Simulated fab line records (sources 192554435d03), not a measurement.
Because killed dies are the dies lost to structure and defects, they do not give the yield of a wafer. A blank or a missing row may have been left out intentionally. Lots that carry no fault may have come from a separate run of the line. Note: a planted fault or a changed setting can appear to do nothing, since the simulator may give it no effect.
Split-lot trial -- flow n5-finfet -- 21 wafers read across 7 lots, on a route 1938 steps long

ON THE SPLIT
At N5_BEOL_M12_DEP_53 (deposits SiCN from 3MS/NH3, target thk 30 nm, time 10.5 s), the setting time-s was moved away from the recipe's 10.5 s on 4 of the 21 wafers read, by -13.2% to +5.5%. For the rest of the wafers, this setting stayed at what the recipe calls for.

The reading comes from the split's own step.

THE READING
SiCN_of_BEOL_M12_DEP_53.thk-nm (the simulator's own value, which no gauge read), in nm, at N5_BEOL_M12_DEP_53 (deposits SiCN from 3MS/NH3, target thk 30 nm, time 10.5 s). The file gives no usual value for it. Here, 17 wafers ran the recipe; their average is 29.8 nm with a standard deviation of 0.49 nm.

wafer,"tool, chamber at the split","time-s as run, s",against the recipe,"SiCN_of_BEOL_M12_DEP_53.thk-nm, nm",against lot-mates on the recipe
L075.1,"pecvd-03, 1",9.112,-13.2%,26.4,-3.8
L075.2,"pecvd-03, 2",10.5,recipe,30.2,-
L075.5,"pecvd-03, 2",9.112,-13.2%,26.6,-3.6
L080.2,"pecvd-03, 2",11.08,+5.5%,31,+0.8
L080.5,"pecvd-03, 1",10.5,recipe,30.2,-
L080.6,"pecvd-03, 0",11.08,+5.5%,31.8,+1.6
L081.1,"pecvd-02, 1",10.5,recipe,30.2,-
L081.3,"pecvd-02, 0",10.5,recipe,30.8,-
L081.5,"pecvd-02, 0",10.5,recipe,30.6,-
L084.1,"pecvd-03, 0",10.5,recipe,29.6,-
L084.2,"pecvd-03, 1",10.5,recipe,30.2,-
L084.3,"pecvd-03, 2",10.5,recipe,30,-
L088.2,"pecvd-03, 0,2",10.5,recipe,29,-
L088.3,"pecvd-03, 0,2",10.5,recipe,29,-
L088.5,"pecvd-03, 1",10.5,recipe,29.8,-
L096.1,"pecvd-03, 0,2",10.5,recipe,29.4,-
L096.2,"pecvd-03, 0,2",10.5,recipe,29.4,-
L096.3,"pecvd-03, 1",10.5,recipe,29.6,-
L092.1,"pecvd-02, 2",10.5,recipe,29.6,-
L092.4,"pecvd-02, 2",10.5,recipe,30,-
L092.5,"pecvd-02, 2",10.5,recipe,29.8,-
If several chambers appear in one row, that row covers several wafers at once and the file leaves open which wafer was in which chamber.

FIT RESULTS
A straight line over all 21 wafers: SiCN_of_BEOL_M12_DEP_53.thk-nm changes by +0.258 nm for each +1% of time-s; r = +0.93; the points scatter about the line by 0.48 nm.
The same after taking each lot's own level away (the mean of its wafers on the recipe; 21 wafers): +0.269 nm for each +1%; r = +0.98; scatter 0.27 nm.
On that fit, the largest move of time-s shifts the reading by 3.6 nm.
Across the lots, their own levels run from 29.27 to 30.53 nm, a range of 2.6 times the standard deviation given above.
The two slopes are in agreement: the lot-to-lot level therefore moves the slope only a little.
Check: with one of the wafers moved furthest among these (-13.2%) left out of the fit, the line predicts -3.44 nm for it against its lot-mates. Against them it came out at -3.8 nm.

OTHER SPLITS ON THESE WAFERS
Other splits were also applied to these wafers ahead of the reading. Each is held against what the fit with the lots' levels taken away leaves over:
other split on the same wafers,wafers away from the commonest value,r with SiCN_of_BEOL_M12_DEP_53.thk-nm (lot level and that fit taken away)
N5_BEOL_M11_TRENCH_ETCH_37 source-w,7,+0.10
N5_BEOL_M12_SPUTTER_44 time-s,6,-0.33

FILE'S OWN FIT
SiCN_of_BEOL_M12_DEP_53.thk-nm changes by +0.271 nm for each +1% of time-s, r = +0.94.
